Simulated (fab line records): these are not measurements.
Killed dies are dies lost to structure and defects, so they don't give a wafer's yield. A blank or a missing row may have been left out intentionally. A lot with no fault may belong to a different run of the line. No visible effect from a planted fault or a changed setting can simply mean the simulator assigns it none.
Chamber matching ; flow n5 finfet ; 7 sister chambers for N5_BEOL_M12_STRIP_71 on wet bench-01
The step strips in post etch residue remover, time 60 s. 12 wafers are shown with their chamber, then 6 later ones without.

## WAFERS, EACH WITH ITS CHAMBER
wafer;chamber;run length s (s);temp c (C)
L169.5;7;66.6;24.95
L167.3;3;67.7;24.88
L167.4;1;65.7;25.01
L167.5;0;64.6;25.11
L171.1;6;66.7;24.99
L171.4;7;67.3;25.05
L171.6;2;67.3;24.82
L172.2;1;66.4;25.07
L172.3;6;66.5;24.96
L172.4;3;66.1;25.05
L173.4;4;67.2;24.87
L173.5;2;67.4;25.02

## WAFERS WITH NO CHAMBER GIVEN
wafer;run length s (s);temp c (C)
L189.1;66.7;24.89
L189.5;67.0;24.83
L189.6;67.1;25.22
L190.2;64.3;25.12
L190.3;67.5;25.24
L190.6;66.4;25.09

## THE CHAMBER EACH PASSED THROUGH
wafer;from the rows above;in truth
L189.1;can't be placed: 4 or 3 or 6 or 2 or 7 or 1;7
L189.5;can't be placed: 4 or 2 or 3 or 6 or 7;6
L189.6;can't be placed: 7 or 1 or 6 or 3 or 2 or 4 or 0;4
L190.2;0;0
L190.3;can't be placed: 7 or 3 or 1 or 6 or 2 or 4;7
L190.6;can't be placed: 1 or 6 or 7 or 3 or 2 or 4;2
1 of 6 placed correctly. These rows do not allow placing 5 (true chamber among the candidates in 5). Placed wrongly: 0.
How it was worked out, from the rows above alone: a wafer's distance from a chamber is the root of the sum, over the readings, of the square of ((its reading less the chamber's mean) divided by the reading's scatter). If the next closest chamber is less than 2 further off than the closest, the wafer can't be placed; otherwise it belongs to the closest. Each chamber's mean is taken over the wafers shown for it. The scatter: take each reading less its chamber's mean, square it, sum over the shown wafers, divide by the number of wafers less the number of chambers, and take the root.
